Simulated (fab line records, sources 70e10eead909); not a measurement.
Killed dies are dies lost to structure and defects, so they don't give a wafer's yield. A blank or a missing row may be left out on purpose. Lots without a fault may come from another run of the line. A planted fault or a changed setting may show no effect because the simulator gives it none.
Which tool did it? | flow nand_harc | 12 lots, 36 wafers sampled, at 4 steps of a route of 1302

WHAT THE GAUGES READ, wafer by wafer
The record holds no reading of a measuring or inspecting step that can be judged against a usual standard deviation.

WHICH TOOL RAN EACH LOT (tool, then ch and the chambers of the sampled wafers, then the start)
lot  | NHARC_A_SLIT_STRIP_18                         | NHARC_A_WL_FILL_ETCHBACK_26      | NHARC_A_CONTACT_DEP_24          | NHARC_A_CONTACT_DEP_29
L114 | rie_diel-05 ch 1,3, day 20 04:55 or earlier   | rie_si-06 ch 0,1,2, day 20 04:55 | pecvd-01 ch 0,1,2, day 20 06:05 | pecvd-03 ch 0,2, day 20 10:59
L115 | rie_diel-10 ch 0,1,2, day 20 08:47 or earlier | rie_si-06 ch 0,1,3, day 20 08:47 | pecvd-01 ch 0,1,2, day 20 10:00 | pecvd-03 ch 1,2, day 20 17:10
L116 | rie_diel-03 ch 0,1,3, day 21 06:09 or earlier | rie_si-03 ch 1,2,3, day 21 06:09 | pecvd-01 ch 0,1, day 21 07:19   | pecvd-04 ch 0,1,2, day 21 12:39
L120 | rie_diel-10 ch 0,2, day 22 16:25 or earlier   | rie_si-05 ch 1,3, day 22 16:25   | pecvd-04 ch 0,1, day 22 17:40   | pecvd-01 ch 0,1,2, day 22 22:28
L121 | rie_diel-05 ch 0,2, day 23 14:50 or earlier   | rie_si-05 ch 0,2, day 23 14:50   | pecvd-03 ch 1,2, day 23 16:01   | pecvd-01 ch 0,1,2, day 23 21:30
L123 | rie_diel-10 ch 1,2,3, day 24 03:28 or earlier | rie_si-06 ch 1,2,3, day 24 03:28 | pecvd-03 ch 0,1,2, day 24 04:38 | pecvd-04 ch 0,2, day 24 12:06
L125 | rie_diel-03 ch 0,2, day 24 14:11 or earlier   | rie_si-03 ch 0,1, day 24 14:11   | pecvd-01 ch 0,1,2, day 24 15:22 | pecvd-03 ch 0,1, day 24 23:16
L132 | rie_diel-03 ch 1,2,3, day 27 10:39 or earlier | rie_si-03 ch 0,1, day 27 10:39   | pecvd-03 ch 0,1, day 27 11:58   | pecvd-01 ch 0,1,2, day 27 17:12
L131 | rie_diel-10 ch 0,3, day 27 10:39 or earlier   | rie_si-05 ch 0,3, day 27 10:39   | pecvd-04 ch 0,1,2, day 27 11:56 | pecvd-04 ch 1,2, day 27 17:02
L136 | rie_diel-05 ch 0,1,2, day 29 04:10 or earlier | rie_si-06 ch 0,1,3, day 29 04:10 | pecvd-03 ch 1,2, day 29 05:25   | pecvd-01 ch 1,2, day 29 10:13
L135 | rie_diel-03 ch 0,2, day 29 04:10 or earlier   | rie_si-03 ch 0,1,2, day 29 04:10 | pecvd-04 ch 0,1,2, day 29 05:35 | pecvd-01 ch 0,2, day 29 11:38
L137 | rie_diel-03 ch 0,1,2, day 29 12:54 or earlier | rie_si-03 ch 0,2,3, day 29 12:54 | pecvd-04 ch 0,1,2, day 29 14:05 | pecvd-01 ch 0,1,2, day 29 22:02
- NHARC_A_SLIT_STRIP_18: strips in O2.
- NHARC_A_WL_FILL_ETCHBACK_26: etches the open film in HBr, target depth 52 nm, time 13.3 s.
- NHARC_A_CONTACT_DEP_24: deposits SiO2, target thk 500 nm.
- NHARC_A_CONTACT_DEP_29: deposits SiON, target thk 100 nm.

WHAT THE TOOLS THEMSELVES READ (means of the sampled wafers that have a number; where no wafer has one, the mark that the record gives instead)
NHARC_A_SLIT_STRIP_18.
lot  | tool        | drypump_motor_current_A (A) | oes_product_au (a.u.) | rf_vpp_V (V) | showerhead_plenum_p_Torr (Torr) | throttle_valve_pct (%)
L114 | rie_diel-05 | 5.8                         | 1.005                 | 57.5         | 3.61                            | 17.034
L115 | rie_diel-10 | 6.1                         | 1.004                 | 57.3         | 3.50                            | 17.039
L116 | rie_diel-03 | 5.3                         | 0.993                 | 57.5         | 3.62                            | 17.038
L120 | rie_diel-10 | 6.2                         | 1.006                 | 57.5         | 3.44                            | 17.033
L121 | rie_diel-05 | 6.1                         | 0.999                 | 58.0         | 3.50                            | 17.040
L123 | rie_diel-10 | 6.0                         | 1.003                 | 57.7         | 3.52                            | 17.034
L125 | rie_diel-03 | 5.2                         | 0.987                 | 58.2         | 3.60                            | 17.043
L132 | rie_diel-03 | 5.3                         | 0.994                 | 57.7         | 3.59                            | 17.036
L131 | rie_diel-10 | 6.5                         | 0.992                 | 57.5         | 3.49                            | 17.044
L136 | rie_diel-05 | 5.9                         | 1.009                 | 58.2         | 3.57                            | 17.035
L135 | rie_diel-03 | 5.2                         | 0.990                 | 57.7         | 3.60                            | 17.044
L137 | rie_diel-03 | 5.2                         | 0.996                 | 58.1         | 3.65                            | 17.035

NHARC_A_WL_FILL_ETCHBACK_26.
lot  | tool      | drypump_motor_current_A (A) | oes_product_au (a.u.) | throttle_valve_pct (%)
L114 | rie_si-06 | 6.2                         | 1.013                 | 23.267
L115 | rie_si-06 | 5.8                         | 0.996                 | 23.259
L116 | rie_si-03 | 5.2                         | 0.998                 | 23.259
L120 | rie_si-05 | 5.6                         | 1.015                 | 23.280
L121 | rie_si-05 | 5.2                         | 1.001                 | 23.269
L123 | rie_si-06 | 6.0                         | 0.998                 | 23.268
L125 | rie_si-03 | 5.1                         | 1.001                 | 23.266
L132 | rie_si-03 | 4.9                         | 1.010                 | 23.260
L131 | rie_si-05 | 5.4                         | 1.009                 | 23.259
L136 | rie_si-06 | 5.8                         | 0.994                 | 23.265
L135 | rie_si-03 | 5.2                         | 1.009                 | 23.260
L137 | rie_si-03 | 5.4                         | 1.004                 | 23.274

NHARC_A_CONTACT_DEP_24.
lot  | tool     | heater_power_w (W) | mfc_precursor_sccm (sccm) | throttle_valve_pct (%)
L114 | pecvd-01 | 548                | 161.1                     | 15.8
L115 | pecvd-01 | 535                | 160.9                     | 15.7
L116 | pecvd-01 | 557                | 161.4                     | 15.7
L120 | pecvd-04 | 544                | 161.5                     | 16.0
L121 | pecvd-03 | 486                | 152.3                     | 15.7
L123 | pecvd-03 | 526                | 152.6                     | 15.4
L125 | pecvd-01 | 591                | 161.7                     | 15.9
L132 | pecvd-03 | 526                | 161.1                     | 16.0
L131 | pecvd-04 | 537                | 161.3                     | 15.9
L136 | pecvd-03 | 571                | 161.0                     | 16.0
L135 | pecvd-04 | 533                | 161.6                     | 15.8
L137 | pecvd-04 | 499                | 161.6                     | 15.9

NHARC_A_CONTACT_DEP_29.
lot  | tool     | heater_power_w (W)
L114 | pecvd-03 | 750
L115 | pecvd-03 | 758
L116 | pecvd-04 | 707
L120 | pecvd-01 | 751
L121 | pecvd-01 | 789
L123 | pecvd-04 | 705
L125 | pecvd-03 | 757
L132 | pecvd-01 | 779
L131 | pecvd-04 | 679
L136 | pecvd-01 | 741
L135 | pecvd-01 | 772
L137 | pecvd-01 | 759

THE ANSWER, worked out from the rows above alone
Rule: what is usual is taken from the lots themselves. Put in order of their means at a reading, lots are off if they are a third of the lots or fewer, leave a main group of 4 or more, and stand apart from it by a gap of 3 or more times the standard deviation of the main group's means; of several such gaps the widest counts. A main group whose means are all the same, to the digits that the tables above print for the reading, isn't used. A lot without any number at a reading at which 4 lots or more have one is off too. The other lots that the step has rows for count as sound. The gauges are gone through in route order, then the tools' own readings, and for those a lot's mean is taken as printed above. The first step at which some lot is off is used, and at that step the reading that is off furthest; a lot without a number counts as furthest.
Off: L121, L123, at NHARC_A_CONTACT_DEP_24 (mfc_precursor_sccm). The main group: mean 161.3 sccm, standard deviation 0.27.
A tool fits if, at that step or a process step before it, it ran every lot that is off, and no sound lot after the first of them. NHARC_A_SLIT_STRIP_18 gives no start for some lots, so the hours and the order of its lots are those of NHARC_A_WL_FILL_ETCHBACK_26. None of those tried fits.

WHAT THE SIMULATOR HAD PUT IN
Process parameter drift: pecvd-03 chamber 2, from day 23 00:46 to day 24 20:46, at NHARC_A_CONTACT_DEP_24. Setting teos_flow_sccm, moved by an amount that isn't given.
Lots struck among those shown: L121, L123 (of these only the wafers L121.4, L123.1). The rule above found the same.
